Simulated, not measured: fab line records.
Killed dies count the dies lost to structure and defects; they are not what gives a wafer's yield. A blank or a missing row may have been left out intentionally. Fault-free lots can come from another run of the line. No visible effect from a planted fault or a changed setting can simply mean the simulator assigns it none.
Matching of chambers || flow nand-harc || ald-metal-01 running NHARC_P_CONTACT_ALD_22: 4 sister chambers
The step deposits TiN, target thk 3 nm, pulse time 1 s, ald cycles 150. 14 wafers are shown with their chamber, then 7 later ones without.

WAFERS WITH THEIR CHAMBER
{"wafer": "L078.1", "chamber": 2, "heater-power-w (W)": 1084, "precursor-pulse-height-rel": 1.026}
{"wafer": "L078.2", "chamber": 3, "heater-power-w (W)": 980, "precursor-pulse-height-rel": 1.005}
{"wafer": "L078.3", "chamber": 2, "heater-power-w (W)": 1070, "precursor-pulse-height-rel": 1.004}
{"wafer": "L080.1", "chamber": 1, "heater-power-w (W)": 1125, "precursor-pulse-height-rel": 0.986}
{"wafer": "L080.2", "chamber": 2, "heater-power-w (W)": 1070, "precursor-pulse-height-rel": 1.006}
{"wafer": "L080.5", "chamber": 3, "heater-power-w (W)": 962, "precursor-pulse-height-rel": 0.998}
{"wafer": "L082.1", "chamber": 2, "heater-power-w (W)": 1102, "precursor-pulse-height-rel": 0.946}
{"wafer": "L082.2", "chamber": 1, "heater-power-w (W)": 1123, "precursor-pulse-height-rel": 0.992}
{"wafer": "L082.6", "chamber": 0, "heater-power-w (W)": 1053, "precursor-pulse-height-rel": 1.001}
{"wafer": "L083.2", "chamber": 2, "heater-power-w (W)": 1084, "precursor-pulse-height-rel": 1.033}
{"wafer": "L083.5", "chamber": 2, "heater-power-w (W)": 1112, "precursor-pulse-height-rel": 0.980}
{"wafer": "L083.6", "chamber": 3, "heater-power-w (W)": 979, "precursor-pulse-height-rel": 1.010}
{"wafer": "L088.1", "chamber": 3, "heater-power-w (W)": 952, "precursor-pulse-height-rel": 0.978}
{"wafer": "L088.2", "chamber": 1, "heater-power-w (W)": 1138, "precursor-pulse-height-rel": 0.971}

SIGNATURES (averages over the wafers above)
{"reading": "heater-power-w", "chamber 0": 1053.00, "chamber 1": 1128.67, "chamber 2": 1087.00, "chamber 3": 968.25, "scatter within a chamber": 14.6}
{"reading": "precursor-pulse-height-rel", "chamber 0": 1.00100, "chamber 1": 0.98300, "chamber 2": 0.99917, "chamber 3": 0.99775, "scatter within a chamber": 0.0244}
Rule: distance of a wafer from a chamber = root of the sum over the readings of ((wafer's reading minus chamber's mean) / reading's scatter) squared. If the next closest chamber is less than 2 further off than the closest, the wafer can't be placed; otherwise it belongs to the closest. How the scatter is found: for the shown wafers, subtract from each reading the mean of its chamber, square and add these, divide the total by (wafers less chambers), then take the root.

WAFERS WITHOUT THEIR CHAMBER
{"wafer": "L088.4", "heater-power-w (W)": 1081, "precursor-pulse-height-rel": 0.999}
{"wafer": "L093.3", "heater-power-w (W)": 1168, "precursor-pulse-height-rel": 1.020}
{"wafer": "L093.5", "heater-power-w (W)": 991, "precursor-pulse-height-rel": 0.989}
{"wafer": "L093.6", "heater-power-w (W)": 1074, "precursor-pulse-height-rel": 1.019}
{"wafer": "L094.2", "heater-power-w (W)": 1158, "precursor-pulse-height-rel": 1.009}
{"wafer": "L094.4", "heater-power-w (W)": 1126, "precursor-pulse-height-rel": 1.048}
{"wafer": "L094.5", "heater-power-w (W)": 1131, "precursor-pulse-height-rel": 0.963}

EACH ONE'S CHAMBER
{"wafer": "L088.4", "from the rows above": "can't be placed: 2 or 0", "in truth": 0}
{"wafer": "L093.3", "from the rows above": 1, "in truth": 1}
{"wafer": "L093.5", "from the rows above": 3, "in truth": 3}
{"wafer": "L093.6", "from the rows above": "can't be placed: 2 or 0", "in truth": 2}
{"wafer": "L094.2", "from the rows above": 1, "in truth": 1}
{"wafer": "L094.4", "from the rows above": "can't be placed: 1 or 2", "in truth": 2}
{"wafer": "L094.5", "from the rows above": 1, "in truth": 1}
Placed correctly: 4 of 7. From these rows, 3 cannot be placed; in 3 the true chamber is one of the candidates. Wrongly placed: 0.
